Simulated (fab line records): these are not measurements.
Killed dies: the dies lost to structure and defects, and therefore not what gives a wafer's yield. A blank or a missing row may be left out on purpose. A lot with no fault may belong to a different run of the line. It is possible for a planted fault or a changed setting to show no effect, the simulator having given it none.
fab line records	flow n5-finfet
record: lots: 9	wafers: 27	last-day: 18
route steps=1938 shown HKMG_FIN@421 BEOL_M4@1111 PASSIVATION@1936
lots with no fault: from the same line, run without faults
start-h: the number of hours between the record's first day and the start of the first shown wafer of the lot	wait-h: hours from the lot's prior step to this one	" unchanged from the row above	L1.1+2: a single row standing in for several wafers	- no value, or no start given	* or withheld: withheld	< > ~ a bound
route shown NAME@n: names a module that has steps shown in the file, with the first one's number in the route	usual: mean/standard deviation taken from wafers without a fault	same: alike in all rows	chamber/n: place in a boat	sites: the reading at each site	_std_site: how widely they spread, as a standard deviation	_edge_site: the outer-site mean with the inner-site mean subtracted	radius-mm: how far each site lies from the wafer's centre	mask NAME#n: copy n	behind: the last tool/chamber to shape the wafer	hold: the reason the lot was held/the length of the hold in hours/how it ended	device: transistor that didn't switch, given as n, p or np	end of line: tests of these same wafers at the route's end	a step given without rows: its recipe and nothing more	killed: dies that structure and defects cost at the first sort, which is not the same as the wafer's yield	map: a wafer's dies, marking killed ones x, the rest . and places with no die _
set.NAME: setting as actually run; set.NAME@STEP: the setting as run at that earlier step	model.NAME: the simulator's own value behind a step, which no gauge read
a sample of lots followed through the steps of the route, with each step as a table and each wafer as a row
services: when a tool's chamber went out of use (start-h, in hours from the record's first day, below 0 if earlier), for how many hours, and the reason
== steps ==
step: N5_HKMG_FIN_PWFM_ALD_03
recipe: material: TiN	target-thk-a: 20	temp-c: 400	ald-precursor-family: TiCl4	ald-co-reactant: NH3	pulse-time-s: 1	purge-time-s: 3	co-reactant-purge-time-s: 2	co-reactant-pulse-time-s: 2	ald-cycles: 91	pressure-torr: 3
usual: heater-power-w: 848/96	precursor-pulse-height-rel: 0.999/0.02	susceptor-temp-C: 399.99/0.22
same: ald-cycles: 91
lot.wafer	tool	chamber	start-h	wait-h	heater-power-w	precursor-pulse-height-rel	susceptor-temp-C
L723.1	ald-metal-03	3	78.82	0.0	760	0.989	400.29
L723.4	"	0	"	"	917	0.989	399.83
L723.6	"	0	"	"	876	1.004	399.68
L724.3	ald-metal-04	2	83.73	0.0	777	0.997	400.03
L724.4	"	0	"	"	763	0.996	400.56
L724.5	"	0	"	"	748	0.991	400.16
L725.3	ald-metal-04	3	85.81	0.0	902	1.012	399.50
L725.4	"	2	"	"	770	1.013	400.39
L725.6	"	3	"	"	878	1.012	399.49
L726.3	ald-metal-04	1	93.41	0.0	844	1.018	400.04
L726.4	"	0	"	"	771	0.972	400.08
L726.6	"	1	"	"	845	0.995	400.14
L734.2	ald-metal-04	3	140.23	0.0	881	1.009	399.81
L734.4	"	0	"	"	775	1.005	399.88
L734.5	"	2	"	"	788	0.966	399.65
L737.2	ald-metal-03	1	165.90	0.0	770	1.015	399.65
L737.5	"	3	"	"	738	1.004	400.23
L737.6	"	2	"	"	1106	0.979	399.73
L741.3	ald-metal-03	2	183.19	0.0	1085	1.005	399.91
L741.5	"	2	"	"	1062	0.981	400.23
L741.6	"	1	"	"	787	1.000	399.74
L743.1	ald-metal-01	0	195.35	0.0	924	0.980	400.05
L743.4	"	2	"	"	894	1.006	399.95
L743.6	"	1	"	"	838	1.001	400.21
L746.1	ald-metal-03	1	215.89	0.0	774	1.012	400.35
L746.5	"	3	"	"	741	1.001	399.95
L746.6	"	2	"	"	1082	1.037	400.19
step: N5_HKMG_FIN_NWFM_ALD_20
recipe: material: TiAlC	target-thk-a: 20	temp-c: 300	ald-precursor-family: TiCl4	ald-co-reactant: TEA	pulse-time-s: 3	purge-time-s: 2	co-reactant-purge-time-s: 2	co-reactant-pulse-time-s: 10	ald-cycles: 7	pressure-torr: 3
usual: heater-power-w: 468/52	precursor-pulse-height-rel: 0.997/0.019	susceptor-temp-C: 299.99/0.21
same: ald-cycles: 7
lot.wafer	tool	chamber	start-h	wait-h	heater-power-w	precursor-pulse-height-rel	susceptor-temp-C
L723.1	ald-metal-04	1	81.94	0.3	471	0.968	299.87
L723.4	"	2	"	"	429	0.997	300.09
L723.6	"	3	"	"	496	0.994	300.33
L724.3	ald-metal-01	0	86.52	0.1	509	0.991	300.32
L724.4	"	3	"	"	411	1.025	300.16
L724.5	"	2	"	"	496	1.002	300.14
L725.3	ald-metal-03	3	88.68	0.1	411	0.993	300.08
L725.4	"	2	"	"	605	0.998	300.00
L725.6	"	1	"	"	446	1.011	300.03
L726.3	ald-metal-01	1	96.29	0.1	467	1.015	300.03
L726.4	"	0	"	"	508	0.995	299.92
L726.6	"	1	"	"	473	0.995	299.87
L734.2	ald-metal-04	2	143.64	0.3	468	0.989	309.23
L734.4	"	1	"	"	491	1.008	309.11
L734.5	"	0	"	"	473	1.025	308.86
L737.2	ald-metal-03	2	168.78	0.3	607	1.001	299.94
L737.5	"	2	"	"	612	0.975	300.13
L737.6	"	3	"	"	409	1.003	299.78
L741.3	ald-metal-03	2	186.43	0.1	582	0.962	300.06
L741.5	"	2	"	"	600	0.985	299.60
L741.6	"	1	"	"	440	1.017	300.21
L743.1	ald-metal-03	3	198.57	0.3	411	0.989	300.08
L743.4	"	2	"	"	603	0.983	299.96
L743.6	"	0	"	"	487	0.993	299.75
L746.1	ald-metal-03	2	218.77	0.3	591	1.017	300.32
L746.5	"	2	"	"	600	0.963	300.08
L746.6	"	3	"	"	410	0.989	299.66
step: N5_HKMG_FIN_ALD_71
recipe: material: TiN	target-thk-a: 10	temp-c: 400	ald-precursor-family: TiCl4	ald-co-reactant: NH3	pulse-time-s: 1	purge-time-s: 3	co-reactant-purge-time-s: 2	co-reactant-pulse-time-s: 2	ald-cycles: 47	pressure-torr: 3
usual: heater-power-w: 836/94	precursor-pulse-height-rel: 1.001/0.019	susceptor-temp-C: 400.02/0.22
same: ald-cycles: 47
lot.wafer	tool	chamber	start-h	wait-h	heater-power-w	precursor-pulse-height-rel	susceptor-temp-C
L723.1	ald-metal-04	1	82.04	0.0	861	1.030	399.98
L723.4	"	2	"	"	761	0.981	399.60
L723.6	"	3	"	"	843	1.019	400.04
L724.3	ald-metal-01	0	86.62	0.0	893	1.012	399.58
L724.4	"	3	"	"	732	0.966	399.98
L724.5	"	2	"	"	887	1.025	400.24
L725.3	ald-metal-03	3	88.78	0.0	735	0.992	400.05
L725.4	"	2	"	"	1067	1.013	399.86
L725.6	"	1	"	"	760	0.997	400.21
L726.3	ald-metal-01	1	96.39	0.0	866	1.027	400.27
L726.4	"	0	"	"	909	0.993	399.70
L726.6	"	1	"	"	833	1.012	400.15
L734.2	ald-metal-04	2	143.74	0.0	763	0.977	400.13
L734.4	"	1	"	"	840	1.009	399.89
L734.5	"	0	"	"	783	1.005	400.36
L737.2	ald-metal-03	2	168.88	0.0	1078	0.988	400.00
L737.5	"	2	"	"	1096	1.018	399.74
L737.6	"	3	"	"	721	0.994	400.16
L741.3	ald-metal-03	2	186.52	0.0	1091	0.984	400.05
L741.5	"	2	"	"	1094	0.953	399.98
L741.6	"	1	"	"	780	1.007	400.60
L743.1	ald-metal-03	3	198.67	0.0	734	1.018	400.12
L743.4	"	2	"	"	1063	1.022	399.94
L743.6	"	0	"	"	901	1.002	399.91
L746.1	ald-metal-03	2	218.87	0.0	1061	0.971	400.10
L746.5	"	2	"	"	1074	1.022	399.86
L746.6	"	3	"	"	741	0.987	400.11
step: N5_HKMG_FIN_ALD_72
recipe: material: W	target-thk-a: 20	temp-c: 300	pressure-torr: 7.5	ald-precursor-family: WF6	ald-co-reactant: B2H6	pulse-time-s: 1	purge-time-s: 2	co-reactant-purge-time-s: 2	co-reactant-pulse-time-s: 3	ald-cycles: 7
usual: heater-power-w: 443/45	precursor-pulse-height-rel: 0.999/0.021	susceptor-temp-C: 299.99/0.2
same: ald-cycles: 7
lot.wafer	tool	chamber	start-h	wait-h	heater-power-w	precursor-pulse-height-rel	susceptor-temp-C
L723.1	cvd-w-01	1	83.62	0.2	379	0.996	300.06
L723.4	"	1	"	"	384	0.966	299.97
L723.6	"	0	"	"	494	0.985	299.92
L724.3	cvd-w-02	1	88.10	0.2	407	1.024	300.01
L724.4	"	0	"	"	480	0.980	299.72
L724.5	"	0	"	"	468	1.012	299.86
L725.3	cvd-w-02	0	90.25	0.2	458	0.979	299.73
L725.4	"	1	"	"	408	0.994	299.98
L725.6	"	0	"	"	471	0.995	300.06
L726.3	cvd-w-01	0	97.86	0.2	492	1.019	299.82
L726.4	"	1	"	"	383	0.998	300.14
L726.6	"	0	"	"	490	0.999	299.80
L734.2	cvd-w-01	1	145.52	0.2	383	0.976	300.49
L734.4	"	1	"	"	398	1.000	300.17
L734.5	"	0	"	"	493	0.988	299.97
L737.2	cvd-w-02	1	170.36	0.2	417	0.982	299.87
L737.5	"	1	"	"	401	0.979	300.26
L737.6	"	0	"	"	483	1.034	300.30
L741.3	cvd-w-02	1	187.99	0.2	408	1.002	299.75
L741.5	"	0	"	"	474	1.001	300.00
L741.6	"	1	"	"	419	1.017	299.91
L743.1	cvd-w-01	1	200.11	0.2	391	0.952	299.91
L743.4	"	1	"	"	387	0.986	300.00
L743.6	"	1	"	"	398	0.997	300.30
L746.1	cvd-w-02	1	220.31	0.2	425	0.971	299.90
L746.5	"	0	"	"	481	0.954	299.96
L746.6	"	1	"	"	420	1.006	299.85
step: N5_BEOL_M4_RC_MEAS_101
usual: DIBL_N: 36.3/2	DIBL_P: 36.3/2.4	IOFF_N: 0.16/0.034	IOFF_N_85C: 3.1/0.55	IOFF_N_LIN: 0.073/0.012	IOFF_N_LONG: 5.45e-05/2.3e-06	IOFF_P: 0.21/0.035	ION_N: 672/12	ION_P: 459/6.5	SS_N: 71.6/0.67	SS_P: 73.3/0.71	VT_N: 250/3.5	VT_N_LONG: 275.3/2	VT_N_LVT: 99/3.5	VT_P: -251/3
lot.wafer	tool	chamber	start-h	wait-h	DIBL_N[mV/V]	DIBL_P[mV/V]	IOFF_N[nA/um]	IOFF_N_85C[nA/um]	IOFF_N_LIN[nA/um]	IOFF_N_LONG[nA/um]	IOFF_P[nA/um]	ION_N[uA/um]	ION_P[uA/um]	SS_N[mV/dec]	SS_P[mV/dec]	VT_N[mV]	VT_N_LONG[mV]	VT_N_LVT[mV]	VT_P[mV]
L723.1	prober-02	0	168.43	0.0	35.2	33.4	0.12	2.6	0.059	5.6e-05	0.18	658	453	71.4	72.0	252	274.4	101	-254
L723.4	"	0	"	"	37.8	36.8	0.17	3.3	0.077	5.52e-05	0.23	676	464	71.9	73.4	248	276.5	97	-248
L723.6	"	0	"	"	35.8	34.4	0.14	2.9	0.068	5.56e-05	0.19	672	459	71.5	72.6	252	275.7	97	-250
L724.3	prober-01	0	171.06	0.3	35.5	35.7	0.15	2.9	0.070	5.51e-05	0.20	662	458	71.6	73.3	250	278.2	98	-251
L724.4	"	0	"	"	35.7	35.9	0.15	3.0	0.069	5.48e-05	0.21	661	459	71.4	72.8	254	277.2	99	-251
L724.5	"	0	"	"	34.9	34.7	0.13	2.7	0.063	5.42e-05	0.19	655	450	71.9	72.6	251	277.8	100	-251
L725.3	prober-02	0	175.68	0.3	32.6	31.7	0.10	2.1	0.051	5.3e-05	0.15	651	456	70.0	72.0	259	276.1	108	-256
L725.4	"	0	"	"	32.3	31.6	0.10	2.1	0.050	5.32e-05	0.15	653	453	69.8	71.8	256	274.9	107	-253
L725.6	"	0	"	"	32.3	31.5	0.10	2.1	0.051	5.33e-05	0.15	664	456	70.1	72.1	257	277.9	108	-254
L726.3	prober-02	0	184.97	0.3	35.0	34.4	0.14	2.8	0.067	5.37e-05	0.18	666	453	71.1	73.2	249	275.9	101	-254
L726.4	"	0	"	"	33.2	31.5	0.10	2.1	0.051	5.51e-05	0.13	647	440	70.8	72.8	256	276.5	107	-256
L726.6	"	0	"	"	33.3	32.3	0.11	2.3	0.055	5.37e-05	0.15	650	452	70.9	72.7	256	274.1	105	-253
L734.2	prober-01	0	255.75	0.2	36.1	37.2	0.27	4.8	0.126	8.6e-05	0.18	700	448	71.5	73.3	233	260.1	83	-255
L734.4	"	0	"	"	35.3	36.9	0.30	5.1	0.141	8.78e-05	0.18	729	469	71.4	73.0	230	258.8	79	-255
L734.5	"	0	"	"	37.2	38.8	0.33	5.7	0.150	8.62e-05	0.20	720	456	72.4	73.6	230	260.1	80	-254
L737.2	prober-01	0	288.35	0.2	40.2	39.4	0.22	4.2	0.097	5.58e-05	0.27	683	469	72.0	74.3	245	276.2	93	-246
L737.5	"	0	"	"	37.9	37.2	0.17	3.3	0.078	5.55e-05	0.22	667	463	71.9	74.1	249	273.5	97	-249
L737.6	"	0	"	"	37.9	36.3	0.16	3.2	0.073	5.61e-05	0.21	667	457	71.3	74.1	251	276.3	100	-251
L743.1	prober-02	0	296.20	0.0	36.1	35.6	0.18	3.3	0.081	6.06e-05	0.19	695	465	71.7	73.0	246	272.3	96	-253
L743.4	"	0	"	"	35.3	35.6	0.17	3.2	0.080	5.94e-05	0.19	681	459	71.2	72.9	247	271.1	96	-252
L743.6	"	0	"	"	33.6	32.8	0.13	2.5	0.062	5.94e-05	0.15	672	451	71.2	72.8	252	270.5	102	-256
L741.3	prober-02	0	319.02	0.3	37.0	38.8	0.20	3.8	0.089	5.66e-05	0.25	682	462	71.8	74.3	247	275.7	95	-248
L741.5	"	0	"	"	34.8	34.8	0.15	3.0	0.069	5.75e-05	0.19	666	454	71.2	74.1	249	273.9	100	-252
L741.6	"	0	"	"	38.7	38.5	0.24	4.3	0.095	5.71e-05	0.24	676	458	72.4	74.0	244	273.8	95	-249
L746.1	prober-01	0	326.38	0.0	36.8	37.1	0.19	3.6	0.082	5.76e-05	0.22	680	459	71.8	73.0	248	271.9	97	-249
L746.5	"	0	"	"	37.2	37.9	0.20	3.8	0.088	5.76e-05	0.24	679	459	72.0	73.4	246	272.9	95	-248
L746.6	"	0	"	"	36.1	36.1	0.18	3.4	0.081	5.76e-05	0.21	684	462	72.0	72.6	245	275.1	95	-251
step: N5_PASSIVATION_PROBE_49
usual: defect-limited-yield: 91.4/1.5	killed_at_M0_to_M3: 33/11	killed_at_M4_up: 14/5.3	killed-at-contacts: 13/6.2	killed-at-front-end: 39/13	killed-at-other: 3.1/2.8	killed-dies: 102/17	killed-open: 68/13	killed-short: 32/7.8	sort_bin_4_leakage: 0.00/0.007	sort_bin_5_function: 5.1/0.95	sort_bin_6_memory: 3.2/0.7	sort_bin_8_speed: 0.02/0.16	sort-n-pass: 1078/18	sort-yield-pct: 91.3/1.5
same: gross-dies: 1180	killed-at-back-side: 0
lot.wafer	tool	chamber	start-h	wait-h	defect-limited-yield[%]	killed_at_M0_to_M3	killed_at_M4_up	killed-at-contacts	killed-at-front-end	killed-at-other	killed-dies	killed-open	killed-short	sort_bin_4_leakage[%]	sort_bin_5_function[%]	sort_bin_6_memory[%]	sort_bin_8_speed[%]	sort-n-pass	sort-yield-pct[%]
L723.1	prober-01	-	274.47	0.0	94.7	20	12	8	20	3	63	35	27	0	3.1	2.1	0	1117	94.7
L723.4	prober-01	-	274.62	0.2	91.8	42	17	10	24	4	97	58	35	0	4.5	3.2	0	1083	91.8
L723.6	prober-01	-	274.72	0.3	91.3	36	12	16	33	6	103	62	37	0	5.1	3.0	0	1077	91.3
L726.3	prober-02	-	285.12	0.1	90.8	37	31	6	34	1	109	83	26	0	5.6	3.6	0	1071	90.8
L726.4	prober-02	-	285.17	0.2	91.1	27	22	13	43	0	105	77	24	0	4.4	3.9	0.17	1073	90.9
L726.6	prober-02	-	285.27	0.3	88.4	30	37	26	44	0	137	96	40	0	7.0	4.2	0.08	1042	88.3
L734.2	prober-02	-	359.19	0.1	90.8	30	12	19	41	7	109	74	34	0	5.1	4.0	0	1071	90.8
L734.4	prober-02	-	359.29	0.2	91.6	16	13	18	49	3	99	65	31	0.51	5.7	2.2	0	1075	91.1
L734.5	prober-02	-	359.34	0.2	92.5	17	13	23	36	0	89	67	21	2.12	4.4	3.0	0	1066	90.3
L737.2	prober-02	-	393.16	0.1	91.4	22	11	8	56	5	102	76	24	0	5.3	3.0	0	1078	91.4
L737.5	prober-02	-	393.31	0.2	89.6	39	12	7	61	4	123	79	40	0	5.9	4.2	0	1057	89.6
L737.6	prober-02	-	393.36	0.3	87.6	41	18	9	74	4	146	87	56	0	6.7	4.7	0	1034	87.6
killed by level:class
L723.1 MOL_CONTACT_COAG:geometric-particle:open=5 BEOL_M0_SAQP:geometric-particle:short=5 BEOL_M4:geometric-particle:open=5 DUMMY_GATE:geometric-particle:open=4 STARTING-WAFER:geometric-particle:short=4 ILD0:geometric-particle:short=3 MOL_CONTACT_COAG:geometric-particle:short=3 BEOL_M0_SAQP:geometric-particle:open=3
L723.4 BEOL_M2:geometric-particle:open=11 MOL_CONTACT_COAG:geometric-particle:open=8 BEOL_M1:geometric-particle:short=7 BEOL_M0_SAQP:geometric-particle:short=6 BEOL_M1:geometric-particle:open=6 BEOL_M4:geometric-particle:open=6 GATE_CUT:geometric-particle:short=4 BEOL_M0_SAQP:geometric-particle:open=4
L723.6 MOL_CONTACT_COAG:geometric-particle:open=15 FIN_SAQP:geometric-particle:open=9 BEOL_M3:geometric-particle:open=7 BEOL_M0_SAQP:geometric-particle:short=6 BEOL_M1:geometric-particle:short=6 FIN_SAQP:geometric-particle:short=4 STI_FIN_REVEAL:geometric-particle:open=4 BEOL_M0:geometric-particle:open=4
L726.3 BEOL_M4:geometric-particle:open=17 STI_FIN_REVEAL:geometric-particle:open=9 BEOL_M3:geometric-particle:open=9 DUMMY_GATE:geometric-particle:open=8 BEOL_M0_SAQP:geometric-particle:open=7 BEOL_M2:geometric-particle:open=6 BEOL_M1:geometric-particle:open=5 FIN_SAQP:geometric-particle:open=4
L726.4 STI_FIN_REVEAL:geometric-particle:open=11 MOL_CONTACT_COAG:geometric-particle:open=11 BEOL_M2:geometric-particle:open=10 BEOL_M3:geometric-particle:open=10 FIN_SAQP:geometric-particle:open=9 BEOL_M4:geometric-particle:open=8 FIN_SAQP:geometric-particle:short=5 DUMMY_GATE:geometric-particle:open=4
L726.6 MOL_CONTACT_COAG:geometric-particle:open=21 BEOL_M4:geometric-particle:open=13 FIN_SAQP:geometric-particle:open=12 STI_FIN_REVEAL:geometric-particle:open=11 FIN_SAQP:geometric-particle:short=9 BEOL_M3:geometric-particle:open=9 BEOL_M0_SAQP:geometric-particle:short=7 BEOL_M4:geometric-particle:short=6
L734.2 MOL_CONTACT_COAG:geometric-particle:open=14 BEOL_M2:geometric-particle:open=9 STI_FIN_REVEAL:geometric-particle:open=8 BEOL_M0_SAQP:geometric-particle:short=6 BEOL_M0:geometric-particle:open=6 FIN_SAQP:geometric-particle:short=5 MOL_CONTACT_COAG:geometric-particle:short=5 BEOL_M4:geometric-particle:open=5
L734.4 MOL_CONTACT_COAG:geometric-particle:open=16 STI_FIN_REVEAL:geometric-particle:open=12 FIN_SAQP:geometric-particle:short=9 BEOL_M3:geometric-particle:open=5 DUMMY_GATE:geometric-particle:open=4 BEOL_M4:geometric-particle:open=4 FIN_SAQP:geometric-particle:open=3 FIN_CUT:geometric-particle:open=3
L734.5 MOL_CONTACT_COAG:geometric-particle:open=18 FIN_SAQP:geometric-particle:open=9 BEOL_M3:geometric-particle:open=7 STI_FIN_REVEAL:geometric-particle:open=6 MOL_CONTACT_COAG:geometric-particle:short=5 DUMMY_GATE:geometric-particle:open=4 BEOL_M2:geometric-particle:open=4 GATE_CUT:geometric-particle:open=3
L737.2 STI_FIN_REVEAL:geometric-particle:open=19 FIN_SAQP:geometric-particle:open=15 FIN_SAQP:geometric-particle:short=8 BEOL_M3:geometric-particle:open=7 MOL_CONTACT_COAG:geometric-particle:open=6 BEOL_M2:geometric-particle:open=5 BEOL_M1:geometric-particle:open=5 GATE_CUT:geometric-particle:short=3
L737.5 FIN_SAQP:geometric-particle:open=18 FIN_SAQP:geometric-particle:short=13 STI_FIN_REVEAL:geometric-particle:open=11 BEOL_M0:geometric-particle:open=9 MOL_CONTACT_COAG:geometric-particle:open=6 BEOL_M0_SAQP:geometric-particle:short=6 BEOL_M0_SAQP:geometric-particle:open=6 STI_FIN_REVEAL:geometric-particle:short=4
L737.6 STI_FIN_REVEAL:geometric-particle:open=25 BEOL_M3:geometric-particle:open=13 BEOL_M0_SAQP:geometric-particle:open=9 BEOL_M0_SAQP:geometric-particle:short=9 STI_FIN_REVEAL:geometric-particle:short=7 GATE_CUT:geometric-particle:short=7 DUMMY_GATE:geometric-particle:open=6 MOL_CONTACT_COAG:geometric-particle:open=6
== services ==
tool	chamber	start-h	hours	kind
ald-metal-04	1	75.55	3.7	repair
ald-metal-03	1	98.43	5.5	repair
cvd-w-02	1	127.89	11.1	repair
cvd-w-02	1	151.13	1.6	repair
ald-metal-03	-	178.80	1.6	repair
ald-metal-04	0	188.48	10.4	repair
cvd-w-01	-	192.54	0.2	repair
cvd-w-01	-	206.26	14.6	pm
== key ==
first-sign: step: N5_HKMG_FIN_NWFM_ALD_20	reading: susceptor-temp-C	direction: up	sigmas: 43	usual: *	struck: *
effect: step: N5_BEOL_M4_RC_MEAS_101	reading: IOFF_N_LONG	direction: up	sigmas: 14	usual: 5.45e-05	struck: 8.67e-05
effect: step: N5_BEOL_M4_RC_MEAS_101	reading: VT_N_LONG	direction: down	sigmas: 7.8	usual: 275.3	struck: 259.7
effect: step: N5_BEOL_M4_RC_MEAS_101	reading: IOFF_N_LIN	direction: up	sigmas: 5.4	usual: 0.073	struck: 0.139
effect: step: N5_BEOL_M4_RC_MEAS_101	reading: VT_N	direction: down	sigmas: 5.4	usual: 250	struck: 231
effect: step: N5_BEOL_M4_RC_MEAS_101	reading: VT_N_LVT	direction: down	sigmas: 5.2	usual: 99	struck: 81
effect: step: N5_BEOL_M4_RC_MEAS_101	reading: IOFF_N	direction: up	sigmas: 4.1	usual: 0.16	struck: 0.30
effect: step: N5_BEOL_M4_RC_MEAS_101	reading: IOFF_N_85C	direction: up	sigmas: 3.8	usual: 3.1	struck: 5.2
effect: step: N5_BEOL_M4_RC_MEAS_101	reading: ION_N	direction: up	sigmas: 3.7	usual: 672	struck: 716
effect: step: N5_PASSIVATION_PROBE_49	reading: sort_bin_4_leakage	direction: up	sigmas: 10	usual: 0.00	struck: 0.88	wafers-moved: 2
met-at N5_HKMG_FIN_NWFM_ALD_20
struck-lots L734
not-acting-at N5_HKMG_FIN_PWFM_ALD_03,N5_HKMG_FIN_ALD_71,N5_HKMG_FIN_ALD_72
onset-between 81.94 143.64
fault: kind: process-parameter-drift	tool: ald-metal-04	chamber: -	onset-h: 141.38	steps: N5_HKMG_FIN_NWFM_ALD_20	channel: temp-c	offset: *	shape: step	end-h: 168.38	acts-in: *	stated: *
